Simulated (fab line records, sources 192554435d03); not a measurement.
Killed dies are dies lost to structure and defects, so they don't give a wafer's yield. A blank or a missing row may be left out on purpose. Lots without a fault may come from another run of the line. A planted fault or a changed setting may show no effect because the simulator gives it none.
fab line records | flow n5_finfet
record lots=12 wafers=34 last_day=19
route steps=1938 shown BEOL_M7@1316 PASSIVATION@1936
lots that met no fault: from a run of the same line without faults
start_h: hours from the record's first day to the start of the lot's first wafer shown | wait_h: hours since the lot's step before | " the same as in the row above | L1.1+2: a row that stands for several wafers | - no value, or no start given | * or withheld: withheld | < > ~ a bound
route shown NAME@n: a module of which the file shows steps, and the number in the route of the first | usual: mean/standard deviation of fault-free wafers | same: alike in all rows | chamber/n: place in a boat | sites: the reading at each site | _std_site: their standard deviation | _edge_site: outer sites' mean less inner sites' | radius_mm: how far each site lies from the wafer's centre | mask NAME#n: copy n | behind: the tool/chamber that last shaped the wafer | hold: why the lot was held/for how many hours/how that ended | device: the transistor (n, p or np) that didn't switch | end of line: the same wafers' tests at the end of the route | a step without rows: its recipe alone | killed: dies lost to structure and defects at the first sort, not the wafer's yield | map: a wafer's dies, x killed, . not, _ none there
set.NAME: the setting as run; set.NAME@STEP: as run at that earlier step | model.NAME: the simulator's own value behind a step, which no gauge read
steps of the route over a sample of lots; a table a step, a row a wafer
services: from which hour (start_h, from the record's first day; less than 0 if before it) a tool's chamber was out of use, for how many hours, and why
## steps
# step N5_BEOL_M7_CD_MEAS_35
# recipe target_cd_nm=40 polarity=opening
# usual cd_nm=40.2/0.64
# columns lot.wafer tool chamber start_h wait_h cd_nm
L296.2 cd_sem-02 - 214.33 0.0 40.1
L296.4 " - " " 40.2
L296.5 " - " " 39.0
L297.1 cd_sem-01 - 218.81 0.0 40.2
L297.3 " - " " 39.6
L297.5 " - " " 40.5
L298.1 cd_sem-02 - 221.20 0.0 40.2
L298.2 " - " " 41.4
L298.6 " - " " 40.7
L300.1 cd_sem-02 - 221.36 0.0 39.9
L300.2 " - " " 40.6
L300.6 " - " " 40.7
L299.2 cd_sem-03 - 228.30 0.0 40.7
L299.3 " - " " 39.2
L299.4 " - " " 40.4
L305.1 cd_sem-01 - 244.34 0.0 39.6
L305.2 " - " " 40.4
L306.1 cd_sem-03 - 262.72 0.0 40.6
L306.3 " - " " 40.7
L306.6 " - " " 40.3
L308.4 cd_sem-01 - 274.77 0.0 40.9
L308.5 " - " " 40.7
L308.6 " - " " 39.1
L312.1 cd_sem-03 - 302.61 0.0 40.1
L312.4 " - " " 41.4
L312.6 " - " " 41.1
L315.1 cd_sem-02 - 309.26 0.0 40.8
L315.4 " - " " 41.2
L315.5 " - " " 39.8
L319.1 cd_sem-02 - 348.19 0.0 40.5
L319.2 " - " " 41.1
L319.5 " - " " 41.1
L318.4 cd_sem-02 - 366.44 0.0 40.0
L318.5 " - " " 39.8
# step N5_BEOL_M7_CURE_75
# recipe temp_c=370 time_s=120 ambient=DMADMS/He material=SiCOH_lowk
# usual lamp_power_pct=52.32/0.055 wafer_temp_C_max=372.1/0.66
# columns lot.wafer tool chamber start_h wait_h lamp_power_pct wafer_temp_C_max
L296.2 uv_cure-03 2 214.42 0.1 52.31 372.3
L296.4 " 2 " " 52.33 372.6
L296.5 " 2 " " 52.29 372.9
L297.1 uv_cure-02 1 218.85 0.0 52.23 372.6
L297.3 " 1 " " 52.38 371.8
L297.5 " 1 " " 52.35 371.8
L298.1 uv_cure-02 2 221.63 0.4 52.40 372.0
L298.2 " 2 " " 52.36 373.2
L298.6 " 2 " " 52.26 373.2
L300.1 uv_cure-02 0 222.23 0.9 52.25 372.1
L300.2 " 0 " " 52.23 371.7
L300.6 " 0 " " 52.43 371.6
L299.2 uv_cure-02 1 228.39 0.1 52.32 371.6
L299.3 " 1 " " 52.29 372.0
L299.4 " 1 " " 52.30 371.0
L305.1 uv_cure-01 1 244.50 0.2 52.26 373.1
L305.2 " 1 " " 52.33 373.0
L306.1 uv_cure-02 2 262.77 0.0 52.32 372.7
L306.3 " 2 " " 52.34 372.0
L306.6 " 2 " " 52.31 373.1
L308.4 uv_cure-02 0 274.96 0.2 52.37 371.3
L308.5 " 0 " " 52.39 371.9
L308.6 " 0 " " 52.22 371.4
L312.1 uv_cure-02 0 302.78 0.2 52.41 371.8
L312.4 " 0 " " 52.39 371.3
L312.6 " 0 " " 52.19 371.8
L315.1 uv_cure-02 1 309.30 0.0 52.38 372.0
L315.4 " 1 " " 52.38 372.5
L315.5 " 1 " " 52.31 372.4
L319.1 uv_cure-03 2 348.23 0.0 52.40 373.1
L319.2 " 2 " " 52.32 371.9
L319.5 " 2 " " 52.29 372.6
L318.4 uv_cure-03 0 366.63 0.2 52.35 371.5
L318.5 " 0 " " 52.37 371.4
# step N5_BEOL_M7_ALD_77
# recipe material=TaN target_thk_a=20 temp_c=275 ald_precursor_family=PDMAT ald_co_reactant=NH3 pressure_torr=3 carrier_flow_sccm=1500 pulse_time_s=2 purge_time_s=3 co_reactant_purge_time_s=2 co_reactant_pulse_time_s=3 ald_cycles=40 precursor_vessel_temp_c=75 precursor_vessel_pressure_torr=26.25 precursor_vessel_carrier_sccm=1000
# usual ald_cycles=40/0 heater_power_w=443/54
# columns lot.wafer tool chamber start_h wait_h ald_cycles heater_power_w
L296.2 ald_metal-04 2 214.84 0.0 40 473
L296.4 " 0 " " 40 394
L296.5 " 2 " " 40 479
L297.1 ald_metal-01 0 219.30 0.0 40 392
L297.3 " 3 " " 40 398
L297.5 " 2 " " 40 441
L298.1 ald_metal-01 2 222.34 0.0 40 448
L298.2 " 3 " " 40 396
L298.6 " 1 " " 40 440
L300.1 ald_metal-01 0 222.73 0.1 40 396
L300.2 " 2 " " 40 441
L300.6 " 0 " " 40 379
L299.2 ald_metal-02 3 229.18 0.1 40 393
L299.3 " 1 " " 40 540
L299.4 " 2 " " 40 415
L305.1 ald_metal-02 0 245.27 0.1 40 499
L305.2 " 2 " " 40 406
L306.1 ald_metal-02 3 263.81 0.3 40 380
L306.3 " 1 " " 40 548
L306.6 " 1 " " 44 538
L308.4 ald_metal-02 2 275.25 0.1 40 411
L308.5 " 0 " " 40 508
L308.6 " 3 " " 44 386
L312.1 ald_metal-01 0 303.51 0.1 40 393
L312.4 " 3 " " 40 404
L312.6 " 1 " " 40 427
L315.1 ald_metal-01 1 310.01 0.0 40 442
L315.4 " 3 " " 40 401
L315.5 " 1 " " 40 437
L319.1 ald_metal-04 2 349.10 0.1 40 468
L319.2 " 1 " " 40 429
L319.5 " 2 " " 40 474
L318.4 ald_metal-02 1 367.11 0.1 40 545
L318.5 " 0 " " 40 496
# step N5_BEOL_M7_RS_MEAS_57
# recipe thk_meas_gauge=four-point-probe reads=Cu_of_BEOL_M7_ECD_50+Co_of_BEOL_M7_CVD_78+TaN_of_BEOL_M7_ALD_77
# usual M7_RS=0.291/0.011
# columns lot.wafer tool chamber start_h wait_h M7_RS[ohm/sq]
L296.2 film_metro-02 - 216.56 0.1 0.289
L296.4 " - " " 0.291
L296.5 " - " " 0.309
L297.1 film_metro-02 - 221.02 0.1 0.288
L297.3 " - " " 0.274
L297.5 " - " " 0.274
L298.1 film_metro-01 - 224.25 0.1 0.288
L298.2 " - " " 0.295
L298.6 " - " " 0.314
L300.1 film_metro-01 - 224.85 0.1 0.285
L300.2 " - " " 0.278
L300.6 " - " " 0.288
L299.2 film_metro-01 - 232.26 0.1 0.306
L299.3 " - " " 0.297
L299.4 " - " " 0.306
L305.1 film_metro-02 - 246.99 0.1 0.271
L305.2 " - " " 0.295
L306.1 film_metro-02 - 265.42 0.1 0.283
L306.3 " - " " 0.284
L306.6 " - " " 0.297
L308.4 film_metro-02 - 280.69 0.0 0.297
L308.5 " - " " 0.293
L308.6 " - " " 0.287
L312.1 film_metro-01 - 306.78 0.1 0.300
L312.4 " - " " 0.285
L312.6 " - " " 0.283
L315.1 film_metro-01 - 311.53 0.1 0.300
L315.4 " - " " 0.286
L315.5 " - " " 0.287
L319.1 film_metro-02 - 351.59 0.1 0.297
L319.2 " - " " 0.276
L319.5 " - " " 0.303
L318.4 film_metro-02 - 368.87 0.0 0.287
L318.5 " - " " 0.285
# step N5_PASSIVATION_PROBE_49
# usual defect_limited_yield=91.5/1.7 killed_at_M0_to_M3=33/11 killed_at_M4_up=13/5.2 killed_at_contacts=11/5.7 killed_at_front_end=39/11 killed_at_other=4/3 killed_dies=101/20 killed_open=66/15 killed_short=33/8.4 sort_bin_5_function=5.0/1.1 sort_bin_6_memory=3.2/0.69 sort_bin_8_speed=0.1/0.52 sort_n_pass=1078/20 sort_yield_pct=91.4/1.7
# same gross_dies=1180 killed_at_back_side=0 sort_bin_4_leakage[%]=0
# columns lot.wafer tool chamber start_h wait_h defect_limited_yield[%] killed_at_M0_to_M3 killed_at_M4_up killed_at_contacts killed_at_front_end killed_at_other killed_dies killed_open killed_short sort_bin_5_function[%] sort_bin_6_memory[%] sort_bin_8_speed[%] sort_n_pass sort_yield_pct[%]
L297.1 prober-01 - 287.51 0.0 93.4 24 16 10 24 4 78 51 23 4.3 2.3 0 1102 93.4
L297.3 prober-01 - 287.61 0.1 91.6 37 22 7 26 7 99 66 32 4.6 3.5 0 1081 91.6
L297.5 prober-01 - 287.71 0.2 90.9 43 11 13 36 4 107 70 34 5.1 3.5 0 1073 90.9
L296.2 prober-02 - 288.10 0.1 92.0 31 23 7 32 1 94 63 28 5.3 2.1 0 1086 92.0
L296.4 prober-02 - 288.20 0.2 91.2 38 14 4 43 5 104 67 34 5.4 3.1 0 1076 91.2
L296.5 prober-02 - 288.25 0.2 92.3 38 12 4 37 0 91 59 30 4.3 3.2 0 1089 92.3
L298.1 prober-01 - 297.33 0.0 89.6 43 25 12 39 4 123 84 35 6.9 3.2 0 1057 89.6
L298.2 prober-01 - 297.38 0.1 90.3 31 20 19 40 4 114 68 37 5.7 3.8 0 1066 90.3
L298.6 prober-01 - 297.58 0.3 91.8 19 18 10 48 2 97 67 27 5.1 2.9 0 1083 91.8
L300.1 prober-01 - 300.72 0.0 91.4 33 21 4 42 1 101 60 40 5.6 2.9 0 1079 91.4
L300.2 prober-01 - 300.77 0.1 92.3 13 14 18 39 7 91 56 33 4.7 2.8 0.1 1088 92.2
L300.6 prober-01 - 300.97 0.3 92.0 32 12 10 38 2 94 56 35 5.1 2.6 0 1086 92.0
L299.2 prober-01 - 308.13 0.1 91.4 26 19 13 35 9 102 67 35 5.0 3.6 0 1078 91.4
L299.3 prober-01 - 308.18 0.1 92.5 28 7 11 31 12 89 38 49 4.1 3.1 0 1091 92.5
L299.4 prober-01 - 308.23 0.2 90.9 23 15 19 41 9 107 65 39 5.0 3.5 0 1073 90.9
L305.1 prober-01 - 321.15 0.0 91.8 22 10 15 44 6 97 59 36 4.9 3.1 0 1083 91.8
L305.2 prober-01 - 321.20 0.1 90.5 33 8 8 60 3 112 69 41 5.7 3.3 0 1068 90.5
L306.1 prober-01 - 337.32 0.0 93.8 23 11 5 27 7 73 48 23 3.7 2.3 0 1107 93.8
L306.3 prober-01 - 337.42 0.1 92.8 43 17 4 18 3 85 61 22 4.2 2.6 0.1 1095 92.8
L306.6 prober-01 - 337.57 0.3 91.8 37 11 7 40 2 97 68 27 5.7 2.4 0 1083 91.8
L308.4 prober-01 - 364.26 0.2 87.2 54 22 4 67 4 151 97 54 8.1 4.5 0 1029 87.2
L308.5 prober-01 - 364.31 0.2 90.2 39 18 11 47 1 116 78 34 5.5 4.1 0 1064 90.2
L308.6 prober-01 - 364.36 0.3 88.5 55 20 14 44 3 136 96 37 6.9 4.4 0 1044 88.5
L312.1 prober-02 - 385.93 0.0 93.2 21 10 8 39 2 80 52 28 4.6 1.8 0 1100 93.2
L312.4 prober-02 - 386.08 0.2 92.4 26 16 11 33 4 90 60 30 4.5 3.1 0 1090 92.4
L312.6 prober-02 - 386.18 0.3 91.4 30 13 5 50 3 101 69 30 4.3 3.9 0 1079 91.4
L315.1 prober-01 - 396.33 0.0 89.8 43 11 11 54 1 120 85 32 6.4 3.6 0 1060 89.8
L315.4 prober-01 - 396.48 0.2 90.8 31 15 16 43 3 108 60 45 4.8 3.9 0 1072 90.8
L315.5 prober-01 - 396.53 0.2 89.3 35 15 17 58 1 126 90 30 6.2 4.2 0 1054 89.3
L319.1 prober-02 - 419.39 0.0 92.9 21 18 9 32 4 84 59 20 4.7 2.5 0 1096 92.9
L319.2 prober-02 - 419.44 0.1 93.9 25 10 7 27 3 72 55 16 3.4 2.6 0 1108 93.9
L319.5 prober-02 - 419.59 0.2 89.2 27 23 26 51 0 127 86 40 6.4 4.2 0 1053 89.2
L318.4 prober-02 - 447.96 0.2 89.9 28 18 16 54 3 119 73 41 6.5 3.1 0 1061 89.9
L318.5 prober-02 - 448.01 0.2 92.8 23 17 21 22 2 85 49 32 3.9 3.0 0.1 1094 92.7
# killed by level:class
L297.1 BEOL_M1:geometric_particle:open=9 MOL_CONTACT_COAG:geometric_particle:open=7 BEOL_M4:geometric_particle:open=7 STI_FIN_REVEAL:geometric_particle:open=6 DUMMY_GATE:geometric_particle:open=4 ILD0:geometric_particle:short=3 BEOL_M0_SAQP:geometric_particle:short=3 STARTING-WAFER:geometric_particle:open=3
L297.3 BEOL_M1:geometric_particle:open=9 BEOL_M4:geometric_particle:open=9 BEOL_M0_SAQP:geometric_particle:short=8 BEOL_M2:geometric_particle:open=7 BEOL_M3:geometric_particle:open=7 MOL_CONTACT_COAG:geometric_particle:open=6 PASS1_CAP:geometric_particle:short=5 FIN_SAQP:geometric_particle:open=4
L297.5 MOL_CONTACT_COAG:geometric_particle:open=10 BEOL_M0_SAQP:geometric_particle:open=10 BEOL_M1:geometric_particle:open=9 FIN_SAQP:geometric_particle:open=8 FIN_SAQP:geometric_particle:short=8 BEOL_M0_SAQP:geometric_particle:short=7 GATE_CUT:geometric_particle:short=6 BEOL_M5:geometric_particle:open=5
L296.2 BEOL_M1:geometric_particle:open=11 BEOL_M4:geometric_particle:open=10 FIN_SAQP:geometric_particle:short=7 MOL_CONTACT_COAG:geometric_particle:open=6 STI_FIN_REVEAL:geometric_particle:open=6 FIN_SAQP:geometric_particle:open=4 BEOL_M2:geometric_particle:open=4 BEOL_M3:geometric_particle:open=4
L296.4 BEOL_M1:geometric_particle:open=14 STI_FIN_REVEAL:geometric_particle:open=12 BEOL_M0_SAQP:geometric_particle:open=8 FIN_SAQP:geometric_particle:short=6 BEOL_M0_SAQP:geometric_particle:short=6 DUMMY_GATE:geometric_particle:open=5 STI_FIN_REVEAL:geometric_particle:short=4 BEOL_M4:geometric_particle:open=4
L296.5 STI_FIN_REVEAL:geometric_particle:open=13 BEOL_M1:geometric_particle:open=9 BEOL_M0_SAQP:geometric_particle:open=7 FIN_SAQP:geometric_particle:open=6 FIN_SAQP:geometric_particle:short=6 BEOL_M2:geometric_particle:short=6 BEOL_M3:geometric_particle:open=5 MOL_CONTACT_COAG:geometric_particle:open=4
L298.1 BEOL_M0_SAQP:geometric_particle:open=13 MOL_CONTACT_COAG:geometric_particle:open=11 BEOL_M4:geometric_particle:open=11 STI_FIN_REVEAL:geometric_particle:open=9 BEOL_M3:geometric_particle:open=9 BEOL_M0_SAQP:geometric_particle:short=8 FIN_SAQP:geometric_particle:open=5 GATE_CUT:geometric_particle:short=5
L298.2 MOL_CONTACT_COAG:geometric_particle:open=10 MOL_CONTACT_COAG:geometric_particle:short=9 STI_FIN_REVEAL:geometric_particle:open=8 BEOL_M4:geometric_particle:open=8 FIN_SAQP:geometric_particle:open=7 BEOL_M1:geometric_particle:open=7 STARTING-WAFER:geometric_particle:open=6 BEOL_M3:geometric_particle:short=6
L298.6 STI_FIN_REVEAL:geometric_particle:open=22 MOL_CONTACT_COAG:geometric_particle:open=8 BEOL_M1:geometric_particle:open=7 GATE_CUT:geometric_particle:open=6 STI_FIN_REVEAL:geometric_particle:short=4 BEOL_M3:geometric_particle:open=4 BEOL_M4:geometric_particle:open=4 BEOL_M5:geometric_particle:open=4
L300.1 FIN_SAQP:geometric_particle:short=13 BEOL_M0_SAQP:geometric_particle:short=12 BEOL_M0_SAQP:geometric_particle:open=8 BEOL_M4:geometric_particle:open=8 STI_FIN_REVEAL:geometric_particle:open=7 FIN_SAQP:geometric_particle:open=5 BEOL_M3:geometric_particle:open=4 BEOL_M5:geometric_particle:open=4
L300.2 MOL_CONTACT_COAG:geometric_particle:open=13 FIN_SAQP:geometric_particle:short=7 GATE_CUT:geometric_particle:short=6 GATE_CUT:geometric_particle:open=6 MOL_CONTACT_COAG:geometric_particle:short=5 STARTING-WAFER:geometric_particle:short=5 STARTING-WAFER:geometric_particle:open=5 FIN_SAQP:geometric_particle:open=4
L300.6 BEOL_M3:geometric_particle:open=10 FIN_SAQP:geometric_particle:short=8 STI_FIN_REVEAL:geometric_particle:open=8 MOL_CONTACT_COAG:geometric_particle:open=8 FIN_SAQP:geometric_particle:open=5 GATE_CUT:geometric_particle:short=5 BEOL_M1:geometric_particle:short=5 BEOL_M0_SAQP:geometric_particle:short=4
L299.2 BEOL_M0_SAQP:geometric_particle:short=13 MOL_CONTACT_COAG:geometric_particle:open=12 STI_FIN_REVEAL:geometric_particle:open=11 BEOL_M4:geometric_particle:open=8 BEOL_M2:geometric_particle:open=6 DUMMY_GATE:geometric_particle:open=5 ILD0:geometric_particle:open=4 BEOL_M4:geometric_particle:short=4
L299.3 FIN_SAQP:geometric_particle:short=11 MOL_CONTACT_COAG:geometric_particle:open=6 BEOL_M0_SAQP:geometric_particle:short=6 PASS1_CAP:geometric_particle:short=6 BEOL_M0_SAQP:geometric_particle:open=5 FIN_SAQP:geometric_particle:open=4 GATE_CUT:geometric_particle:short=4 MOL_CONTACT_COAG:geometric_particle:short=4
L299.4 MOL_CONTACT_COAG:geometric_particle:open=13 FIN_SAQP:geometric_particle:short=11 BEOL_M3:geometric_particle:open=9 FIN_SAQP:geometric_particle:open=7 BEOL_M4:geometric_particle:open=7 ILD0:geometric_particle:open=5 MOL_CONTACT_COAG:geometric_particle:short=4 BEOL_M0_SAQP:geometric_particle:open=4
L305.1 MOL_CONTACT_COAG:geometric_particle:open=12 FIN_SAQP:geometric_particle:short=11 GATE_CUT:geometric_particle:short=9 STI_FIN_REVEAL:geometric_particle:open=5 GATE_CUT:geometric_particle:open=5 BEOL_M3:geometric_particle:open=5 DUMMY_GATE:geometric_particle:open=4 BEOL_M0_SAQP:geometric_particle:short=4
L305.2 STI_FIN_REVEAL:geometric_particle:open=23 BEOL_M0_SAQP:geometric_particle:short=9 MOL_CONTACT_COAG:geometric_particle:open=7 BEOL_M3:geometric_particle:open=7 DUMMY_GATE:geometric_particle:open=6 FIN_SAQP:geometric_particle:short=5 BEOL_M0_SAQP:geometric_particle:open=5 STI_FIN_REVEAL:geometric_particle:short=4
L306.1 BEOL_M0_SAQP:geometric_particle:short=7 FIN_SAQP:geometric_particle:open=5 STI_FIN_REVEAL:geometric_particle:open=5 BEOL_M1:geometric_particle:open=5 DUMMY_GATE:geometric_particle:open=4 MOL_CONTACT_COAG:geometric_particle:open=4 BEOL_M2:geometric_particle:open=4 PAD_METAL:geometric_particle:short=4
L306.3 BEOL_M0_SAQP:geometric_particle:open=10 BEOL_M2:geometric_particle:open=9 BEOL_M0_SAQP:geometric_particle:short=8 BEOL_M4:geometric_particle:open=7 DUMMY_GATE:geometric_particle:open=5 BEOL_M3:geometric_particle:open=5 STI_FIN_REVEAL:geometric_particle:open=4 GATE_CUT:geometric_particle:short=3
L306.6 FIN_SAQP:geometric_particle:open=16 BEOL_M0_SAQP:geometric_particle:open=10 BEOL_M0_SAQP:geometric_particle:short=9 FIN_SAQP:geometric_particle:short=7 BEOL_M2:geometric_particle:open=7 MOL_CONTACT_COAG:geometric_particle:open=5 BEOL_M1:geometric_particle:open=4 BEOL_M3:geometric_particle:open=4
L308.4 FIN_SAQP:geometric_particle:open=18 STI_FIN_REVEAL:geometric_particle:open=18 BEOL_M0_SAQP:geometric_particle:short=13 BEOL_M3:geometric_particle:open=11 BEOL_M4:geometric_particle:open=10 BEOL_M0_SAQP:geometric_particle:open=9 FIN_SAQP:geometric_particle:short=8 BEOL_M3:geometric_particle:short=8
L308.5 STI_FIN_REVEAL:geometric_particle:open=12 BEOL_M3:geometric_particle:open=10 FIN_SAQP:geometric_particle:open=8 DUMMY_GATE:geometric_particle:open=6 MOL_CONTACT_COAG:geometric_particle:open=6 BEOL_M2:geometric_particle:open=6 STARTING-WAFER:geometric_particle:open=6 FIN_SAQP:geometric_particle:short=5
L308.6 STI_FIN_REVEAL:geometric_particle:open=19 BEOL_M4:geometric_particle:open=14 BEOL_M0_SAQP:geometric_particle:open=12 MOL_CONTACT_COAG:geometric_particle:open=12 BEOL_M0_SAQP:geometric_particle:short=9 BEOL_M1:geometric_particle:open=8 BEOL_M3:geometric_particle:open=7 STI_FIN_REVEAL:geometric_particle:short=7
L312.1 FIN_SAQP:geometric_particle:short=11 FIN_SAQP:geometric_particle:open=9 STI_FIN_REVEAL:geometric_particle:open=8 MOL_CONTACT_COAG:geometric_particle:open=7 BEOL_M1:geometric_particle:open=6 BEOL_M0_SAQP:geometric_particle:short=6 BEOL_M4:geometric_particle:open=6 DUMMY_GATE:geometric_particle:open=5
L312.4 STI_FIN_REVEAL:geometric_particle:open=9 MOL_CONTACT_COAG:geometric_particle:open=8 FIN_SAQP:geometric_particle:open=7 FIN_SAQP:geometric_particle:short=6 BEOL_M3:geometric_particle:open=6 BEOL_M2:geometric_particle:open=5 BEOL_M0_SAQP:geometric_particle:open=5 BEOL_M0_SAQP:geometric_particle:short=5
L312.6 FIN_SAQP:geometric_particle:open=14 FIN_SAQP:geometric_particle:short=9 DUMMY_GATE:geometric_particle:open=9 BEOL_M2:geometric_particle:open=8 STI_FIN_REVEAL:geometric_particle:open=7 BEOL_M0_SAQP:geometric_particle:open=5 BEOL_M4:geometric_particle:open=5 BEOL_M5:geometric_particle:open=5
L315.1 BEOL_M2:geometric_particle:open=22 FIN_SAQP:geometric_particle:open=11 FIN_SAQP:geometric_particle:short=9 MOL_CONTACT_COAG:geometric_particle:open=9 STI_FIN_REVEAL:geometric_particle:open=8 BEOL_M3:geometric_particle:open=7 DUMMY_GATE:geometric_particle:open=6 BEOL_M0_SAQP:geometric_particle:open=5
L315.4 MOL_CONTACT_COAG:geometric_particle:open=12 BEOL_M0_SAQP:geometric_particle:short=10 FIN_SAQP:geometric_particle:open=9 FIN_SAQP:geometric_particle:short=7 STI_FIN_REVEAL:geometric_particle:open=6 SPACER0:geometric_particle:short=6 GATE_CUT:geometric_particle:short=5 BEOL_M4:geometric_particle:open=5
L315.5 STI_FIN_REVEAL:geometric_particle:open=17 MOL_CONTACT_COAG:geometric_particle:open=15 FIN_SAQP:geometric_particle:open=11 BEOL_M2:geometric_particle:open=9 BEOL_M0_SAQP:geometric_particle:open=7 BEOL_M3:geometric_particle:open=6 FIN_SAQP:geometric_particle:short=5 BEOL_M0_SAQP:geometric_particle:short=5
L319.1 FIN_SAQP:geometric_particle:open=13 STI_FIN_REVEAL:geometric_particle:open=6 MOL_CONTACT_COAG:geometric_particle:open=6 BEOL_M4:geometric_particle:open=6 BEOL_M8:geometric_particle:open=5 FIN_SAQP:geometric_particle:short=4 BEOL_M0_SAQP:geometric_particle:open=4 BEOL_M0_SAQP:geometric_particle:short=4
L319.2 BEOL_M4:geometric_particle:open=8 FIN_SAQP:geometric_particle:open=7 MOL_CONTACT_COAG:geometric_particle:open=6 BEOL_M0_SAQP:geometric_particle:open=5 BEOL_M1:geometric_particle:open=5 BEOL_M3:geometric_particle:open=5 STI_FIN_REVEAL:geometric_particle:open=4 DUMMY_GATE:geometric_particle:open=4
L319.5 MOL_CONTACT_COAG:geometric_particle:open=21 FIN_SAQP:geometric_particle:open=14 FIN_SAQP:geometric_particle:short=14 BEOL_M5:geometric_particle:open=8 STI_FIN_REVEAL:geometric_particle:open=7 BEOL_M1:geometric_particle:open=7 BEOL_M2:geometric_particle:open=6 MOL_CONTACT_COAG:geometric_particle:short=5
L318.4 FIN_SAQP:geometric_particle:open=17 FIN_SAQP:geometric_particle:short=14 MOL_CONTACT_COAG:geometric_particle:open=14 BEOL_M3:geometric_particle:open=8 BEOL_M0_SAQP:geometric_particle:short=7 STI_FIN_REVEAL:geometric_particle:open=6 DUMMY_GATE:geometric_particle:open=5 BEOL_M0_SAQP:geometric_particle:open=4
L318.5 MOL_CONTACT_COAG:geometric_particle:open=18 BEOL_M0:geometric_particle:short=7 FIN_SAQP:geometric_particle:short=5 FIN_SAQP:geometric_particle:open=4 STARTING-WAFER:geometric_particle:short=4 MOL_CONTACT_COAG:geometric_particle:short=3 BEOL_M0_SAQP:geometric_particle:short=3 BEOL_M3:geometric_particle:open=3
## services
# columns tool chamber start_h hours kind
ald_metal-01 - 206.61 2.8 pm
uv_cure-03 - 211.45 2.8 pm
uv_cure-01 - 219.74 6.0 pm
ald_metal-01 - 245.27 1.1 repair
uv_cure-03 - 246.66 0.9 repair
uv_cure-02 - 252.05 1.0 pm
uv_cure-02 - 263.66 7.5 pm
uv_cure-01 - 283.32 4.6 repair
uv_cure-03 - 284.76 1.0 pm
ald_metal-01 2 325.11 29.9 repair
ald_metal-04 - 338.55 1.0 repair
ald_metal-01 - 339.55 6.0 pm
ald_metal-01 - 350.12 1.0 repair
ald_metal-04 1 359.88 18.0 repair
## key
first_sign step=N5_BEOL_M7_ALD_77 reading=ald_cycles direction=up sigmas=99+ usual=* struck=*
effect none on later readings
met_at N5_BEOL_M7_ALD_77
struck_lots L306,L308
struck_wafers L306.6,L308.6
not_acting_at N5_BEOL_M7_CD_MEAS_35,N5_BEOL_M7_CURE_75,N5_BEOL_M7_RS_MEAS_57
onset_between 245.27 263.81
fault kind=process_parameter_drift tool=ald_metal-02 chamber=- onset_h=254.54 steps=N5_BEOL_M7_ALD_77 channel=ald_cycles offset=* shape=step end_h=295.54 scope=struck_wafers_only acts_in=* stated=*
